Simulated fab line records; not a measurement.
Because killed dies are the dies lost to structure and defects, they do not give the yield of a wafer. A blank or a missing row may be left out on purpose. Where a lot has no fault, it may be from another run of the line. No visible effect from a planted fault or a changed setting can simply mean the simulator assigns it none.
Split-lot study | flow n5_finfet | on a route of 1938 steps: 7 lots, 21 wafers read

== THE SPLIT ==
At N5_BEOL_M12_SPUTTER_44 (material Ta, target thk 10 nm, time 16.13 s), the setting time_s was moved away from the recipe's 16.13 s on 9 of the 21 wafers read, by -6.0% to +5.7%. For the rest of the wafers, this setting stayed at what the recipe calls for.

The reading is taken at the split's own step.

== THE READING ==
Ta_of_BEOL_M12_SPUTTER_44.thk_nm (the simulator's own value, which no gauge read), in nm, at N5_BEOL_M12_SPUTTER_44 (material Ta, target thk 10 nm, time 16.13 s). The file does not state a usual value for it. The 12 wafers here that ran the recipe average 10.0 nm, standard deviation 0.13 nm.

wafer  | tool, chamber at the split | time_s as run, s | against the recipe | Ta_of_BEOL_M12_SPUTTER_44.thk_nm, nm | against lot-mates on the recipe
L074.2 | pvd_sputter-02, -          | 16.13            | recipe             | 10.2                                 | -
L074.4 | pvd_sputter-02, -          | 16.13            | recipe             | 10.2                                 | -
L074.6 | pvd_sputter-02, -          | 16.13            | recipe             | 10.2                                 | -
L078.3 | pvd_sputter-02, -          | 17.05            | +5.7%              | 10.4                                 | +0.6
L078.5 | pvd_sputter-02, -          | 17.05            | +5.7%              | 10.4                                 | +0.6
L078.6 | pvd_sputter-02, -          | 16.13            | recipe             | 9.8                                  | -
L077.3 | pvd_sputter-03, -          | 16.99            | +5.3%              | 10.6                                 | +0.6
L077.4 | pvd_sputter-03, -          | 16.99            | +5.3%              | 10.6                                 | +0.6
L077.6 | pvd_sputter-03, -          | 16.13            | recipe             | 10                                   | -
L079.2 | pvd_sputter-02, -          | 16.76            | +3.9%              | 10.4                                 | +0.4
L079.5 | pvd_sputter-02, -          | 16.13            | recipe             | 10                                   | -
L079.6 | pvd_sputter-02, -          | 16.13            | recipe             | 10                                   | -
L082.2 | pvd_sputter-02, -          | 15.16            | -6.0%              | 9.4                                  | -0.6
L082.4 | pvd_sputter-02, -          | 15.16            | -6.0%              | 9.4                                  | -0.6
L082.6 | pvd_sputter-02, -          | 16.13            | recipe             | 10                                   | -
L094.3 | pvd_sputter-01, -          | 16.13            | recipe             | 10                                   | -
L094.4 | pvd_sputter-01, -          | 15.21            | -5.7%              | 9.6                                  | -0.4
L094.6 | pvd_sputter-01, -          | 15.21            | -5.7%              | 9.4                                  | -0.6
L096.1 | pvd_sputter-02, -          | 16.13            | recipe             | 10                                   | -
L096.2 | pvd_sputter-02, -          | 16.13            | recipe             | 10                                   | -
L096.6 | pvd_sputter-02, -          | 16.13            | recipe             | 9.8                                  | -

THE FIT
A straight line over all 21 wafers: Ta_of_BEOL_M12_SPUTTER_44.thk_nm changes by +0.0926 nm for each +1% of time_s; r = +0.95; the points scatter about the line by 0.12 nm.
The same after taking each lot's own level away (the mean of its wafers on the recipe; 21 wafers): +0.101 nm for each +1%; r = +0.99; scatter 0.057 nm.
Per that fit: largest time_s move, reading shift of 0.61 nm.
Measured against the standard deviation above, the lots' own levels, which go from 9.80 to 10.20 nm, span 3.1 times it.
Consequently the slope shifts little with the lot-to-lot level, the two slopes agreeing.
Check: -0.588 nm against its lot-mates is what the line predicts for one of the wafers moved furthest among these (-6.0%) when that wafer is left out of the fit. It came out at -0.6 nm against them.

== THE OTHER SPLITS THESE WAFERS WENT THROUGH ==
Note: prior to the reading, these wafers also went through further splits. Each is held against what the fit with the lots' levels taken away leaves over:
other split on the same wafers | wafers away from the commonest value | r with Ta_of_BEOL_M12_SPUTTER_44.thk_nm (lot level and that fit taken away)
N5_BEOL_M10_COAT_22 spin_rpm   | 3                                    | +0.35
N5_BEOL_M11_COAT_63 spin_rpm   | 7                                    | +0.16

== FILE'S OWN FIT ==
Ta_of_BEOL_M12_SPUTTER_44.thk_nm changes by +0.101 nm for each +1% of time_s, r = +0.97.
